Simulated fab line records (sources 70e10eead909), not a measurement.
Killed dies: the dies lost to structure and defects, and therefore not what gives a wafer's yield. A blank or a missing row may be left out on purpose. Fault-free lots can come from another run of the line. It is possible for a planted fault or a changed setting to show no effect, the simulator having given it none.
Chamber matching | flow nandHarc | NHARC_A_M1_CMP_23 on cmp-03: 4 sister chambers
The step polishes, t overpolish 20 s, target thk 154.34 nm. 8 wafers are shown with their chamber, then 7 later ones without.

WAFERS, EACH WITH ITS CHAMBER
wafer  | chamber | timeToEndpointS (s) | motorCurrentA (A)
L687.6 | 0       | 26.8                | 12.0
L686.1 | 3       | 29.1                | 12.2
L686.5 | 2       | 30.1                | 12.5
L691.3 | 1       | 28.5                | 12.4
L691.5 | 2       | 31.0                | 11.8
L691.6 | 1       | 29.7                | 11.5
L693.2 | 3       | 27.5                | 12.4
L693.3 | 0       | 28.0                | 12.2

WAFERS MISSING THEIR CHAMBER
wafer  | timeToEndpointS (s) | motorCurrentA (A)
L693.6 | 28.9                | 12.7
L696.2 | 29.5                | 12.7
L696.4 | 27.2                | 12.9
L696.6 | 25.4                | 13.3
L698.2 | 30.5                | 12.4
L698.3 | 28.0                | 12.1
L698.5 | 27.1                | 12.4

THE CHAMBER EACH PASSED THROUGH
wafer  | from the rows above               | in truth
L693.6 | can't be placed: 3 or 1 or 0 or 2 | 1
L696.2 | can't be placed: 3 or 2 or 1 or 0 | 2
L696.4 | can't be placed: 3 or 0 or 1      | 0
L696.6 | can't be placed: 0 or 3 or 1      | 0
L698.2 | can't be placed: 2 or 1 or 3      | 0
L698.3 | can't be placed: 3 or 0 or 1      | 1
L698.5 | can't be placed: 0 or 3 or 1      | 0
Correctly placed: 0 of 7. Can't be placed from these rows: 7 (the true chamber is among the candidates in 6). 0 placed wrongly.
How it was worked out, from the rows above alone: a wafer's distance from a chamber is the root of the sum, over the readings, of the square of ((its reading less the chamber's mean) divided by the reading's scatter). The wafer belongs to the nearest chamber; if the next one is less than 2 further off, it can't be placed. The mean given for a chamber averages the wafers shown for that chamber. The scatter is the square root of a quotient: the sum, over the shown wafers, of each reading's squared deviation from its chamber's mean, divided by wafers minus chambers.
